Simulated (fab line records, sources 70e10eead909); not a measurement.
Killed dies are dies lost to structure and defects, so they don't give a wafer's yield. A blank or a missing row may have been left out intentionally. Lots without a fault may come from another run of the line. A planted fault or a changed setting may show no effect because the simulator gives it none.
Chamber matching -- flow nand-harc -- NHARC_A_M1_PRE_CLEAN_32 on pecvd-01: 3 sister chambers
The step time 12 s. 18 wafers are shown with their chamber, then 9 later ones without.

== WAFERS WITH THEIR CHAMBER ==
wafer,chamber,heater-power-w (W)
L075.1,2,536
L075.3,0,693
L075.5,2,534
L078.1,1,571
L078.2,2,546
L078.3,0,717
L077.2,0,745
L077.4,0,758
L077.6,2,555
L081.1,1,623
L081.3,0,749
L081.5,2,571
L083.1,0,738
L083.2,1,622
L083.6,0,747
L082.1,1,649
L082.2,2,550
L082.3,0,751

SIGNATURES (averages over the wafers above)
reading,chamber 0,chamber 1,chamber 2,scatter within a chamber
heater-power-w,737.25,616.25,548.67,22.2
Rule: for each reading, subtract the chamber's mean from the wafer's reading, divide by that reading's scatter and square the result; add these up over the readings and take the root, which gives the wafer's distance from the chamber. If the next closest chamber is less than 2 further off than the closest, the wafer can't be placed; otherwise it belongs to the closest. The scatter: the root of (the sum of the squares of (reading less its chamber's mean) over the shown wafers, divided by (wafers less chambers)).

== WAFERS WHOSE CHAMBER IS MISSING ==
wafer,heater-power-w (W)
L086.1,672
L086.2,594
L086.5,661
L091.2,670
L091.3,533
L091.4,675
L096.1,671
L096.2,506
L096.5,729

== EACH ONE'S CHAMBER ==
wafer,from the rows above,in truth
L086.1,can't be placed: 1 or 0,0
L086.2,can't be placed: 1 or 2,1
L086.5,can't be placed: 1 or 0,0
L091.2,can't be placed: 1 or 0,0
L091.3,2,2
L091.4,can't be placed: 1 or 0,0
L096.1,can't be placed: 1 or 0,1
L096.2,2,2
L096.5,0,0
3 of 9 placed correctly. Unplaceable from these rows: 6, with the true chamber sitting among the candidates in 6. Wrongly placed: 0.
